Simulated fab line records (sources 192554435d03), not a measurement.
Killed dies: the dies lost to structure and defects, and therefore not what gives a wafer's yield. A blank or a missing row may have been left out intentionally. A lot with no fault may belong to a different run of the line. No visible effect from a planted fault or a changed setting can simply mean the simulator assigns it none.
fab line records -- flow n5Finfet
[record] lots = 5, wafers = 14, lastDay = 18
route steps=1938 shown BEOL_M10@1500 BEOL_M11@1536 BEOL_M15@1830
lots that met no fault: taken from a fault-free run of the same line
startH: hours from the record's opening day to when the first of the lot's shown wafers began -- waitH: hours elapsed since this lot's preceding step -- " the same as in the row above -- L1.1+2: several wafers, shown together as one row -- - value missing, or start not given -- * or withheld: withheld -- < > ~ a bound
route shown NAME@n: NAME is a module with steps in the file, n the number in the route of the first one -- usual: mean and standard deviation over wafers with no fault -- same: alike in all rows -- chamber/n: place in a boat -- sites: per-site readings -- _std_site: standard deviation of those values -- _edge_site: outer sites' mean less inner sites' -- radiusMm: for every site, how far away it sits from the centre of the wafer -- mask NAME#n: copy n -- behind: the most recent tool/chamber to have shaped the wafer -- hold: what put the lot on hold/how long, in hours/how the hold closed -- device: whichever transistor did not switch (one of n, p or np) -- end of line: the tests these same wafers got at the end of their route -- a step given without rows: its recipe and nothing more -- killed: the dies lost at the first sort to structure and to defects; this is not the yield of the wafer -- map: dies across one wafer; x = killed, . = not, _ = none there
set.NAME: the run value of the setting; set.NAME@STEP: its run value at that earlier step -- model.NAME: the simulator's own value behind a step, which no gauge read
lots seen at some steps along the route; tables by step, rows by wafer
services: a tool's chamber out of use, with start hour (startH, from the record's first day; less than 0 if before it), hours out, and reason
[[steps]]
[step N5_BEOL_M10_PEB_26]
[recipe] pebTempC = withheld, pebTimeS = 60, resist = CAR-ArF
[step N5_BEOL_M10_DEVELOP_27]
[recipe] developTimeS = 30, developer = TMAH, resist = CAR-ArF, rinseLiquid = diw, dry = airSpin, devTempC = 23
[step N5_BEOL_M10_DESCUM_33]
[recipe] chemistry = O2, timeS = 7.9, sourcePowerW = 50, biasPowerW = 20, pressureMtorr = 20, rfFrequencyHz = 2.712e+07, tempC = 40, resist = CAR-ArF, o2FlowSccm = 225
[step N5_BEOL_M10_ETCH_65]
[recipe] chemistry = CF4, target = SiARC, targetDepthA = 390, maskMaterial = CAR-ArF, timeS = 65, ionEnergyEv = 80, pressureMtorr = 40, sourceW = 545, biasW = 36, Ar_flow_sccm = 100, cf4FlowSccm = 100, ends = cleared
[step N5_BEOL_M10_ETCH_66]
[recipe] chemistry = N2/H2, target = SOC, targetDepthA = 1200, overetchA = 240, maskMaterial = SiARC, tempC = 40, timeS = 180, ionEnergyEv = 200, pressureMtorr = 30, sourceW = 840, biasW = 150, n2FlowSccm = 200, h2FlowSccm = 200
[step N5_BEOL_M10_STRIP_69]
[recipe] chemistry = N2/H2, tempC = 40, n2FlowSccm = 200, h2FlowSccm = 200, rfFrequencyHz = 6e+07
[step N5_BEOL_M10_VIA_ETCH_34]
[recipe] chemistry = C4F6/O2, target = SiCOH_lowk, targetDepthA = 1845, maskMaterial = SOC, taperDeg = 4, timeS = 69.2, ionEnergyEv = 250, pressureMtorr = 30, sourceW = 345, biasW = 185, Ar_flow_sccm = 300, C4F6_flow_sccm = 10, O2_flow_sccm = 10
[step N5_BEOL_M10_STRIP_73]
[recipe] chemistry = C4F6/O2, resist = SiARC, rfFrequencyHz = 6e+07
[step N5_BEOL_M10_STRIP_36]
[recipe] chemistry = N2/H2, powerW = 450, tempC = 40, pressureMtorr = 20, rfFrequencyHz = 6e+07, overashFraction = 0.3, biasPowerW = 7, h2Frac = 0.5, n2FlowSccm = 200, h2FlowSccm = 200
[step N5_BEOL_M10_TRENCH_ETCH_37]
[recipe] chemistry = C4F6/O2, targetDepthA = 1488.3, target = SiCOH_lowk, timeS = 48, ionEnergyEv = 250, pressureMtorr = 30, sourceW = 345, biasW = 185, Ar_flow_sccm = 300, C4F6_flow_sccm = 10, O2_flow_sccm = 10
[usual] biasW = 185.0/0.54, drypumpMotorCurrentA = 5.7/0.46, oesProductAu = 0.80/0.082, rfVppV = 670/6.9, showerheadPlenumPTorr = 2.87/0.1, throttleValvePct = 20.90/0.24
lot.wafer,tool,chamber,startH,waitH,biasW,drypumpMotorCurrentA,oesProductAu,rfHoursCounterH,rfVppV,showerheadPlenumPTorr,throttleValvePct,model.BEOL_M10.featureDepthNm,model.etch.depthNm,model.TiN_of_BEOL_M10_HM_DEP_02.thkNm
L427.3,rieDiel-05,0,268.07,-,184.3,5.9,0.77,56,662,2.77,20.55,125.6,125.7,16.6
L427.4,rieDiel-05,3,268.07,-,184.8,4.9,0.68,-,670,2.92,21.00,145.6,145.5,16
L427.6,rieDiel-05,0,268.07,-,184.0,5.9,0.87,-,663,2.77,20.56,151.6,151.5,15.6
L431.1,rieDiel-05,2,303.19,-,184.9,5.5,0.75,55,671,3.00,20.78,124,124.1,16.6
L431.3,rieDiel-05,1,303.19,-,185.2,5.2,0.71,118,682,2.86,21.21,123.8,123.8,16.2
L431.5,rieDiel-05,1,303.19,-,184.6,5.2,0.78,-,681,2.86,21.23,148.8,148.7,15.8
L434.1,rieDiel-05,3,305.54,-,184.7,4.9,0.60,241,668,2.92,21.00,119.4,119.4,16.8
L434.3,rieDiel-05,2,305.54,-,184.9,5.5,0.73,56,672,3.00,20.77,122.8,122.7,16.8
L436.1,rieDiel-02,2,323.88,-,184.8,5.9,0.69,245,678,2.91,20.89,145.4,145.4,16
L436.2,rieDiel-02,0,323.88,-,184.5,6.3,0.70,226,671,2.81,20.77,148,148,15.8
L436.6,rieDiel-02,3,323.88,-,185.1,5.8,0.89,-,670,2.78,20.63,148.4,148.5,15.8
L443.1,rieDiel-05,1,366.75,-,185.1,5.2,0.76,144,681,2.84,21.28,147.2,147.2,16.2
L443.5,rieDiel-05,0,366.75,-,185.4,5.9,0.83,-,662,2.75,20.61,150.4,150.3,16
L443.6,rieDiel-05,1,366.75,-,184.4,5.2,0.76,-,683,2.84,21.26,148.8,148.9,16.2
[step N5_BEOL_M10_ETCH_41]
[recipe] chemistry = CH3F/O2, target = SiCN, targetDepthA = 426, taperDeg = 2, timeS = 86, ionEnergyEv = 120, maskMaterial = TiN, pressureMtorr = 30, sourceW = 395, biasW = 75, Ar_flow_sccm = 150, CH3F_flow_sccm = 30, O2_flow_sccm = 20
[step N5_BEOL_M10_STRIP_77]
[recipe] chemistry = N2/H2, timeS = 10, powerW = 450, tempC = 40, pressureMtorr = 20, rfFrequencyHz = 6e+07, biasPowerW = 7, n2FlowSccm = 200, h2FlowSccm = 200
[step N5_BEOL_M10_OCD_MEAS_38]
[usual] trenchDepthNm = 148.5/2.1
lot.wafer,tool,chamber,startH,waitH,trenchDepthNm
L427.3,ocd-02,-,268.25,-,125.5
L427.4,ocd-02,-,268.25,-,145.4
L427.6,ocd-02,-,268.25,-,151.8
L431.1,ocd-01,-,303.37,-,123.6
L431.3,ocd-01,-,303.37,-,124.1
L431.5,ocd-01,-,303.37,-,148.5
L434.1,ocd-01,-,305.72,-,119.6
L434.3,ocd-01,-,305.72,-,122.6
L436.1,ocd-02,-,324.06,-,145.5
L436.2,ocd-02,-,324.06,-,148.2
L436.6,ocd-02,-,324.06,-,148.3
L443.1,ocd-02,-,366.93,-,147.2
L443.5,ocd-02,-,366.93,-,150.7
L443.6,ocd-02,-,366.93,-,148.5
[step N5_BEOL_M10_HM_STRIP_39]
[recipe] chemistry = peroxideTinStrip, material = TiN, targetDepthA = 250, tempC = 50, timeS = 158
[step N5_BEOL_M10_SRD_40]
[recipe] timeS = 30, tempC = 23, rinseLiquid = diw, dry = ipaMarangoni
[step N5_BEOL_M10_PRECLEAN_42]
[recipe] chemistry = residueRemover, timeS = 60, tempC = 40
[step N5_BEOL_M10_SRD_43]
[recipe] timeS = 30, tempC = 23, rinseLiquid = diw, dry = ipaMarangoni
[step N5_BEOL_M10_CURE_72]
[recipe] tempC = 370, timeS = 120, ambient = DMADMS/He, material = SiCOH_lowk
[step N5_BEOL_M10_DEGAS_44]
[recipe] ambient = vacuum, tempC = 250, timeS = 60
[step N5_BEOL_M10_PRE_CLEAN_45]
[recipe] gas = H2/He, timeS = 30, tempC = 250
[step N5_BEOL_M10_ALD_74]
[recipe] material = TaN, targetThkA = 20, tempC = 275, aldPrecursorFamily = PDMAT, aldCoReactant = NH3, pressureTorr = 3, carrierFlowSccm = 1500, pulseTimeS = 2, purgeTimeS = 3, coReactantPurgeTimeS = 2, coReactantPulseTimeS = 3, aldCycles = 40, precursorVesselTempC = 75, precursorVesselPressureTorr = 26.25, precursorVesselCarrierSccm = 1000
[step N5_BEOL_M10_SURFACE_TREAT_76]
[recipe] gas = Ar, timeS = *, ionEnergyEv = *, ionCurrentMaCm2 = 0.5, pressureMtorr = *, arFlowSccm = 30
[step N5_BEOL_M10_CVD_75]
[recipe] material = Co, targetThkA = 20, tempC = withheld, precursor = CCTBA/H2, pressureTorr = 30, timeS = 138.9
[step N5_BEOL_M10_SPUTTER_48]
[recipe] material = Cu, targetThkA = 120, tempC = -20, biasV = 60, powerW = 26000, chamberPressurePa = 0.13, timeS = 2
[step N5_BEOL_M10_ECD_50]
[recipe] material = Cu, targetThkA = 3180
[step N5_BEOL_M10_ANNEAL_51]
[recipe] tempC = 225, timeS = 90, ambient = N2
[step N5_BEOL_M10_CMP_52]
[recipe] stopOn = SiCOH_lowk, tOverpolishS = 7, downForcePsi = 1, platenRpm = 50, clearingPlatenDownForcePsi = 1.5, clearingPlatenRpm = 50, postCmpClean = cuAlkaline, targetThkNm = 140, clearingPlatenPadVelocityMS = 0.99484, padVelocityMS = 0.99484
[usual] motorCurrentA = 6.1/0.78
lot.wafer,tool,chamber,startH,waitH,motorCurrentA,model.Cu_of_BEOL_M10_ECD_50.thkNm
L427.3,cmp-02,0,270.99,0.2,4.7,116.8
L427.4,cmp-02,1,270.99,0.2,5.2,137
L427.6,cmp-02,3,270.99,0.2,6.5,142.4
L431.3,cmp-02,2,306.18,0.2,7.3,115.2
L431.1,cmp-02,0,306.18,0.2,5.0,113.8
L431.5,cmp-02,2,306.18,0.2,7.9,138.6
L434.3,cmp-02,3,307.67,0.2,6.3,113.2
L434.1,cmp-02,0,307.67,0.2,4.5,108.6
L436.1,cmp-03,0,326.12,0.3,6.2,138.4
L436.2,cmp-03,2,326.12,0.3,5.8,141
L436.6,cmp-03,0,326.12,0.3,6.2,141.2
L443.1,cmp-02,1,368.94,0.3,5.2,139
L443.5,cmp-02,1,368.94,0.3,5.6,142.4
L443.6,cmp-02,2,368.94,0.3,7.6,140.2
[step N5_BEOL_M10_THK_MEAS_53]
[recipe] thkMeasGauge = xrf, reads = Cu_of_BEOL_M10_ECD_50
[usual] M10_THK = 137.4/2.6
lot.wafer,tool,chamber,startH,waitH,M10_THK[nm]
L427.3,filmMetro-01,-,271.21,-,113.4
L427.4,filmMetro-01,-,271.21,-,133.8
L427.6,filmMetro-01,-,271.21,-,138.6
L431.1,filmMetro-02,-,306.47,-,111.9
L431.3,filmMetro-02,-,306.47,-,112.4
L431.5,filmMetro-02,-,306.47,-,135.8
L434.1,filmMetro-02,-,307.96,-,106.0
L434.3,filmMetro-02,-,307.96,-,110.7
L436.1,filmMetro-01,-,326.37,-,136.3
L436.2,filmMetro-01,-,326.37,-,138.1
L436.6,filmMetro-01,-,326.37,-,138.3
L443.1,filmMetro-02,-,369.24,-,136.5
L443.5,filmMetro-02,-,369.24,-,139.6
L443.6,filmMetro-02,-,369.24,-,136.6
[step N5_BEOL_M10_PRE_CLEAN_55]
[recipe] gas = NH3, timeS = 15, tempC = withheld, rfPowerW = 300
[step N5_BEOL_M10_DEP_56]
[recipe] material = SiCN, targetThkA = 150, tempC = withheld, precursor = 3MS/NH3, pressureTorr = 3, rfW = 202, timeS = 26.5
[step N5_BEOL_M10_RS_MEAS_57]
[recipe] thkMeasGauge = four-point-probe, reads = Cu_of_BEOL_M10_ECD_50+Co_of_BEOL_M10_CVD_75+TaN_of_BEOL_M10_ALD_74
[usual] M10_RS = 0.1512/0.003
lot.wafer,tool,chamber,startH,waitH,M10_RS[ohm/sq]
L427.3,filmMetro-01,-,271.59,0.3,0.1849
L427.4,filmMetro-01,-,271.59,0.3,0.1543
L427.6,filmMetro-01,-,271.59,0.3,0.1479
L431.1,filmMetro-02,-,306.61,0.1,0.1902
L431.3,filmMetro-02,-,306.61,0.1,0.1876
L431.5,filmMetro-02,-,306.61,0.1,0.1530
L434.1,filmMetro-02,-,308.10,0.1,0.2007
L434.3,filmMetro-02,-,308.10,0.1,0.1910
L436.1,filmMetro-02,-,326.51,0.1,0.1532
L436.2,filmMetro-02,-,326.51,0.1,0.1501
L436.6,filmMetro-02,-,326.51,0.1,0.1497
L443.1,filmMetro-01,-,369.38,0.1,0.1520
L443.5,filmMetro-01,-,369.38,0.1,0.1479
L443.6,filmMetro-01,-,369.38,0.1,0.1503
[step N5_BEOL_M11_ILD_DEP_00]
[recipe] material = SiCOH_lowk, targetThkA = 3085.1, tempC = 300, precursor = DEMS/porogen, pressureTorr = 5, rfW = 500, timeS = 58
[step N5_BEOL_M11_CURE_71]
[recipe] tempC = 385, timeS = 240, ambient = He/Ar, material = SiCOH_lowk
[step N5_BEOL_M11_PECVD_70]
[recipe] material = SiO2, targetThkA = 200, tempC = 400, precursor = TEOS/O2, pressureTorr = 5.5, rfW = 450, teosFlowSccm = 53.8, gas = O2, flowSccm = 3000, timeS = 22.7
[step N5_BEOL_M11_HM_DEP_02]
[recipe] material = TiN, targetThkA = 200, tempC = 25, chamberPressurePa = 0.49996
[step N5_BEOL_M11_COAT_59]
[recipe] resist = SOC, tempC = 250, timeS = 60, spinRpm = 1500, resistThkNm = 100
[step N5_BEOL_M15_RC_MEAS_101]
[usual] COMB_M11 = 1.51e-11/2.8e-12, COMB_M12 = 7.1e-12/1.4e-12, COMB_M13 = 5.8e-12/1.1e-12, COMB_M14 = 4.6e-12/8.3e-13, COMB_M15 = 3.4e-12/6.2e-13, COMB_M5 = 3.7e-11/6.5e-12, COMB_M6 = 2.6e-11/5.5e-12, COMB_M7 = 2.7e-11/5.1e-12, COMB_M8 = 2.6e-11/5e-12, COMB_M9 = 1.56e-11/2.8e-12, COMB_M9_max_site = 2.2e-11/5.4e-12, SERP_M10 = 3.08/0.068, SERP_M10_max_site = 3.16/0.076, SERP_M11 = 3.06/0.071, SERP_M12 = 0.640/0.013, SERP_M13 = 0.308/0.0044, SERP_M14 = 0.161/0.0033, SERP_M5 = 38.6/1.6, SERP_M6 = 13.8/0.48, SERP_M7 = 13.6/0.49, SERP_M8 = 13.9/0.48, SERP_M8_max_site = 14.4/0.56, SERP_M9 = 3.03/0.064
lot.wafer,tool,chamber,startH,waitH,COMB_M11[S/m],COMB_M12[S/m],COMB_M13[S/m],COMB_M14[S/m],COMB_M15[S/m],COMB_M5[S/m],COMB_M6[S/m],COMB_M7[S/m],COMB_M8[S/m],COMB_M9[S/m],COMB_M9_max_site[S/m],SERP_M10[ohm/um],SERP_M10_max_site[ohm/um],SERP_M11[ohm/um],SERP_M12[ohm/um],SERP_M13[ohm/um],SERP_M14[ohm/um],SERP_M5[ohm/um],SERP_M6[ohm/um],SERP_M7[ohm/um],SERP_M8[ohm/um],SERP_M8_max_site[ohm/um],SERP_M9[ohm/um]
L427.3,prober-02,0,305.37,0.3,1.17e-11,7.6e-12,5.3e-12,3.6e-12,2.7e-12,3.5e-11,3.5e-11,2.6e-11,3.5e-11,2.02e-11,2.7e-11,3.80,3.85,3.05,0.621,0.308,0.157,37.3,14.5,14.0,13.8,14.2,3.11
L427.4,prober-02,0,305.37,0.3,1.25e-11,5.9e-12,4.5e-12,5.3e-12,3.1e-12,4.2e-11,3.3e-11,2.1e-11,2.7e-11,1.61e-11,2.1e-11,3.16,3.24,3.07,0.637,0.308,0.159,36.2,14.3,13.9,13.7,14.5,3.09
L427.6,prober-02,0,305.37,0.3,1.48e-11,4.9e-12,3.3e-12,3.8e-12,3.4e-12,4.2e-11,2.8e-11,1.6e-11,2.7e-11,1.45e-11,2.4e-11,3.04,3.17,2.97,0.641,0.309,0.153,37.4,14.8,13.9,14.2,14.8,2.95
L431.1,prober-01,0,341.68,0.0,1.83e-11,8.9e-12,6.9e-12,4.6e-12,3.2e-12,3.8e-11,2.2e-11,2.9e-11,2e-11,1.09e-11,1.3e-11,3.86,4.00,3.04,0.647,0.304,0.165,37.6,13.3,14.3,13.9,14.5,2.99
L431.3,prober-01,0,341.68,0.0,1.05e-11,7.9e-12,7.2e-12,4.8e-12,4.9e-12,3.8e-11,1.9e-11,2.9e-11,2e-11,1.48e-11,2e-11,3.83,3.97,3.06,0.632,0.307,0.160,38.0,14.0,14.3,14.6,15.7,2.97
L431.5,prober-01,0,341.68,0.0,1.21e-11,1.28e-11,6.7e-12,5.8e-12,4.9e-12,3.3e-11,1.9e-11,3.9e-11,2.3e-11,1.72e-11,2.2e-11,3.11,3.23,3.03,0.652,0.301,0.164,37.8,13.8,14.0,14.7,14.9,2.93
L434.1,prober-02,0,342.52,0.6,1.39e-11,5.5e-12,5.8e-12,3.6e-12,3.1e-12,3.1e-11,2.8e-11,2.1e-11,2.6e-11,1.03e-11,1.3e-11,4.14,4.22,3.07,0.645,0.307,0.155,38.1,13.9,13.8,14.2,14.6,2.97
L434.3,prober-02,0,342.52,0.6,1.28e-11,7.1e-12,5.1e-12,3.8e-12,3.9e-12,2.9e-11,2.5e-11,2.2e-11,2.3e-11,1.66e-11,1.8e-11,3.92,3.99,3.08,0.665,0.303,0.160,37.1,13.4,14.3,14.1,14.4,2.97
L436.1,prober-02,0,359.53,0.0,1.22e-11,7.7e-12,4.3e-12,3.8e-12,3.6e-12,2.9e-11,2.6e-11,3.4e-11,3.5e-11,1.39e-11,2.4e-11,3.10,3.18,3.04,0.648,0.310,0.160,39.8,13.5,13.6,15.0,15.6,3.10
L436.2,prober-02,0,359.53,0.0,1.4e-11,6.4e-12,4.9e-12,4.2e-12,3.6e-12,3.1e-11,3.2e-11,2.6e-11,2.7e-11,1.39e-11,2.2e-11,3.05,3.16,3.06,0.661,0.306,0.155,40.8,14.1,13.4,14.2,15.1,3.09
L436.6,prober-02,0,359.53,0.0,1.32e-11,7.2e-12,4.5e-12,3.5e-12,4.7e-12,4.9e-11,2.9e-11,2.9e-11,1.9e-11,1.25e-11,2e-11,3.07,3.10,3.06,0.654,0.310,0.163,42.3,13.3,13.6,14.2,14.5,3.11
L443.1,prober-01,0,405.24,0.1,1.7e-11,7.3e-12,6.8e-12,5.9e-12,3.6e-12,4.2e-11,2.7e-11,2.8e-11,2.5e-11,1.26e-11,1.9e-11,3.01,3.16,3.11,0.641,0.310,0.158,40.0,13.4,14.2,13.9,14.3,3.07
L443.5,prober-01,0,405.24,0.1,1.25e-11,8.5e-12,6.6e-12,6e-12,3.7e-12,4e-11,2.6e-11,2.6e-11,2.6e-11,1.53e-11,1.9e-11,2.99,3.12,3.07,0.641,0.319,0.158,39.9,14.1,13.8,14.0,14.2,3.12
L443.6,prober-01,0,405.24,0.1,1.33e-11,5.7e-12,7e-12,6.4e-12,3.5e-12,3.8e-11,3.1e-11,2.2e-11,2.7e-11,1.59e-11,2.1e-11,3.02,3.10,3.24,0.650,0.316,0.162,39.1,14.0,14.0,13.8,14.6,3.07
// sites SERP_M10 radiusMm=0,75,75,75,75,140,140,140,140
L427.3 3.85 3.80 3.82 3.80 3.82 3.69 3.69 3.70 3.72
L431.1 4.00 3.96 3.92 3.89 3.86 3.71 3.74 3.77 3.74
L434.1 4.20 4.22 4.15 4.14 4.14 3.95 3.90 3.96 3.94
L436.1 3.14 3.18 3.09 3.10 3.11 3.08 3.07 3.12 3.07
L443.1 2.94 3.00 2.96 3.01 2.95 3.05 3.06 3.16 3.08
[[services]]
tool,chamber,startH,hours,kind
cmp-02,-,245.13,5.6,repair
cmp-03,-,252.05,1.9,repair
cmp-02,-,262.98,0.3,repair
cmp-02,-,275.49,1.8,repair
rieDiel-05,0,304.59,5.7,repair
cmp-03,-,308.01,3.7,pm
cmp-03,-,314.98,1.8,repair
rieDiel-05,3,328.62,-,clean
rieDiel-05,3,328.62,-,consumableReplace:focusRing
rieDiel-05,3,328.62,14.2,scheduledDown
rieDiel-05,3,328.62,14.2,ventCycle
rieDiel-02,2,339.53,-,clean
rieDiel-02,2,339.53,-,consumableReplace:focusRing
rieDiel-02,2,339.53,21.4,scheduledDown
rieDiel-02,2,339.53,21.4,ventCycle
cmp-03,-,340.49,1.3,repair
cmp-02,-,341.26,5.8,pm
cmp-02,-,357.16,3.5,repair
cmp-02,-,363.14,3.4,repair
[[key]]
[firstSign] step = N5_BEOL_M10_OCD_MEAS_38, reading = trenchDepthNm, direction = down, sigmas = 12, usual = 148.5, struck = 123.1
[effect] step = N5_BEOL_M10_THK_MEAS_53, reading = M10_THK, direction = down, sigmas = 10, usual = 137.4, struck = 110.9
[effect] step = N5_BEOL_M10_RS_MEAS_57, reading = M10_RS, direction = up, sigmas = 13, usual = 0.1512, struck = 0.1909
[effect] step = N5_BEOL_M15_RC_MEAS_101, reading = SERP_M10, direction = up, sigmas = 12, usual = 3.08, struck = 3.91
[modelEffect] step = N5_BEOL_M10_TRENCH_ETCH_37, value = BEOL_M10.featureDepthNm, without = 148.1, struck = 123.1
[modelEffect] step = N5_BEOL_M10_CMP_52, value = Cu_of_BEOL_M10_ECD_50.thkNm, without = 138.4, struck = 113.5
metAt N5_BEOL_M10_TRENCH_ETCH_37
struckWafers L427.3,L431.1,L431.3,L434.1,L434.3
[fault] kind = processParameterDrift, tool = rieDiel-05, chamber = -, onsetH = 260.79, steps = N5_BEOL_M10_TRENCH_ETCH_37, channel = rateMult, offset = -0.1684, shape = step, endH = 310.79, scope = struckWafersOnly
